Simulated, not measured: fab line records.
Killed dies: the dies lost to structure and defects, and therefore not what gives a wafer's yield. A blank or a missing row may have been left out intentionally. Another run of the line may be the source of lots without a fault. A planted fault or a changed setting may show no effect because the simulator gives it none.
Matching of chambers ; flow nandHarc ; rieDiel-02 running NHARC_P_M0_ETCH_34: 4 sister chambers
The step etches the open film in N2/H2, target depth 40 nm, overetch 12 nm, time 43.94 s. 14 wafers are shown with their chamber, then 7 later ones without.

## EACH WAFER AND ITS CHAMBER
wafer;chamber;showerheadPlenumPTorr (Torr);rfVppV (V);oesProductAu (a.u.)
L077.1;0;1.88;426.3;1.008
L077.5;0;1.88;424.7;1.016
L077.6;3;2.05;430.7;1.017
L082.1;3;2.05;431.3;1.010
L082.4;1;1.94;427.8;1.003
L082.5;2;2.18;434.4;0.997
L082.2;0;1.88;426.1;1.013
L082.3;2;2.18;433.7;0.988
L082.6;1;1.94;426.3;0.994
L084.1;1;1.94;428.1;0.989
L084.5;2;2.18;434.9;1.006
L084.6;3;2.05;431.2;1.034
L087.2;1;1.93;427.3;0.982
L087.3;3;2.05;429.9;1.027

SIGNATURES, as means of the wafers listed above
reading;chamber 0;chamber 1;chamber 2;chamber 3;scatter within a chamber
showerheadPlenumPTorr;1.8800;1.9375;2.1800;2.0500;0.00274
rfVppV;425.700;427.375;434.333;430.775;0.731
oesProductAu;1.01233;0.99200;0.99700;1.02200;0.00876
Rule: for a wafer and a chamber, the distance is found by dividing, reading by reading, the gap between the wafer's reading and the chamber's mean by the reading's scatter, squaring, summing and taking the root. The wafer belongs to the nearest chamber; if the next one is less than 2 further off, it can't be placed. The scatter is the square root of a quotient: the sum, over the shown wafers, of each reading's squared deviation from its chamber's mean, divided by wafers minus chambers.

## WAFERS WHOSE CHAMBER IS MISSING
wafer;showerheadPlenumPTorr (Torr);rfVppV (V);oesProductAu (a.u.)
L087.4;2.18;435.3;1.003
L087.1;2.22;434.9;1.002
L087.5;1.93;427.4;0.976
L087.6;2.18;434.7;0.998
L086.1;2.22;434.9;1.013
L086.3;2.18;433.9;1.004
L086.5;2.18;434.2;1.000

## WHICH CHAMBER EACH WENT THROUGH
wafer;from the rows above;in truth
L087.4;2;2
L087.1;2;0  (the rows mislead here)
L087.5;1;1
L087.6;2;2
L086.1;2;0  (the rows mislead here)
L086.3;2;2
L086.5;2;2
Correct placement for 5 of the 7. Left unplaced by these rows: 0. 2 placed wrongly.
